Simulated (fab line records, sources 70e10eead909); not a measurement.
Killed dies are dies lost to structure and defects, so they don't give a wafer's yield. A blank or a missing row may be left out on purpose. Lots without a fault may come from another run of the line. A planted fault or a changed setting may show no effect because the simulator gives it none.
Chamber matching | flow nand_harc | NHARC_P_BONDPAD_DESCUM_11 on rie_diel-02: 4 sister chambers
The step chemistry O2, time 3 s. 16 wafers are shown with their chamber, then 8 later ones without.

WAFERS WITH THEIR CHAMBER
wafer  | chamber | rf_vpp_V (V) | oes_product_au (a.u.) | throttle_valve_pct (%)
L076.1 | 3       | 58.6         | 0.999                 | 11.309
L076.2 | 0       | 58.3         | 1.006                 | 11.318
L076.3 | 2       | 57.2         | 0.992                 | 11.307
L078.2 | 2       | 57.4         | 0.991                 | 11.307
L078.3 | 1       | 57.2         | 0.996                 | 11.316
L078.6 | 1       | 57.7         | 1.001                 | 11.316
L079.2 | 0       | 57.4         | 1.005                 | 11.313
L079.3 | 1       | 57.6         | 1.008                 | 11.308
L079.5 | 1       | 58.2         | 0.999                 | 11.303
L085.2 | 0       | 58.9         | 1.008                 | 11.313
L085.3 | 2       | 57.3         | 0.999                 | 11.301
L085.4 | 3       | 59.7         | 0.991                 | 11.304
L091.2 | 0       | 59.0         | 1.014                 | 11.320
L091.5 | 3       | 58.4         | 1.009                 | 11.323
L091.6 | 1       | 58.0         | 1.007                 | 11.316
L094.1 | 3       | 57.7         | 0.997                 | 11.322

SIGNATURES (means of the wafers above)
reading            | chamber 0 | chamber 1 | chamber 2 | chamber 3 | scatter within a chamber
rf_vpp_V           | 58.400    | 57.740    | 57.300    | 58.600    | 0.598
oes_product_au     | 1.00825   | 1.00220   | 0.99400   | 0.99900   | 0.00549
throttle_valve_pct | 11.31600  | 11.31180  | 11.30500  | 11.31450  | 0.0063
Rule: a wafer's distance from a chamber is the root of the sum, over the readings, of the square of ((its reading less the chamber's mean) divided by the reading's scatter). The wafer belongs to the nearest chamber; if the next one is less than 2 further off, it can't be placed. The scatter: the root of (the sum of the squares of (reading less its chamber's mean) over the shown wafers, divided by (wafers less chambers)).

WAFERS WITHOUT THEIR CHAMBER
wafer  | rf_vpp_V (V) | oes_product_au (a.u.) | throttle_valve_pct (%)
L094.2 | 57.8         | 1.011                 | 11.307
L094.3 | 57.2         | 0.999                 | 11.313
L095.2 | 56.9         | 0.999                 | 11.305
L095.4 | 58.2         | 1.009                 | 11.319
L095.5 | 56.6         | 1.006                 | 11.316
L097.1 | 58.0         | 1.016                 | 11.335
L097.5 | 58.8         | 1.009                 | 11.307
L097.6 | 56.6         | 1.010                 | 11.303

WHICH CHAMBER EACH WENT THROUGH
wafer  | from the rows above               | in truth
L094.2 | can't be placed: 1 or 0 or 3 or 2 | 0
L094.3 | can't be placed: 1 or 2 or 3 or 0 | 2
L095.2 | can't be placed: 2 or 1           | 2
L095.4 | can't be placed: 0 or 1 or 3      | 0
L095.5 | can't be placed: 1 or 2 or 0 or 3 | 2
L097.1 | can't be placed: 0 or 1 or 3      | 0
L097.5 | can't be placed: 0 or 3 or 1      | 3
L097.6 | can't be placed: 1 or 2 or 0 or 3 | 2
Placed correctly: 0 of 8. Can't be placed from these rows: 8 (the true chamber is among the candidates in 8). Placed wrongly: 0.
